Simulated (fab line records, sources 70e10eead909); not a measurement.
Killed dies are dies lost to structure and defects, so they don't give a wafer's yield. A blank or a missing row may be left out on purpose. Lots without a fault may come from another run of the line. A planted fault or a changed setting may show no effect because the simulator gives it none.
Chamber matching | flow nand_harc | NHARC_A_STAIRCASE_CMP_152 on cmp-04: 4 sister chambers
The step polishes. 4 wafers are shown with their chamber, then 8 later ones without.

WAFERS WITH THEIR CHAMBER
wafer  | chamber | motor_current_A (A)
L078.4 | 1       | 11.3
L077.5 | 0       | 13.5
L083.5 | 3       | 11.5
L086.1 | 2       | 12.4

WAFERS WITHOUT THEIR CHAMBER
wafer  | motor_current_A (A)
L086.3 | 13.5
L086.4 | 10.8
L093.2 | 13.3
L093.3 | 11.4
L093.6 | 13.7
L094.4 | 11.8
L094.5 | 13.9
L094.6 | 11.1

WHICH CHAMBER EACH WENT THROUGH
wafer  | from the rows above          | in truth
L086.3 | 0                            | 0
L086.4 | can't be placed: 1 or 3      | 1
L093.2 | 0                            | 0
L093.3 | can't be placed: 1 or 3      | 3
L093.6 | 0                            | 0
L094.4 | can't be placed: 3 or 1 or 2 | 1
L094.5 | 0                            | 0
L094.6 | can't be placed: 1 or 3      | 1
Placed correctly: 4 of 8. Can't be placed from these rows: 4 (the true chamber is among the candidates in 4). Placed wrongly: 0.
How it was worked out, from the rows above alone: a wafer's distance from a chamber is the root of the sum, over the readings, of the square of ((its reading less the chamber's mean) divided by the reading's scatter). The wafer belongs to the nearest chamber; if the next one is less than 2 further off, it can't be placed. A chamber's mean is the mean of its shown wafers. The scatter: with one shown wafer a chamber, the root of the mean of the squares of how far each hidden wafer lies from its nearest shown one.
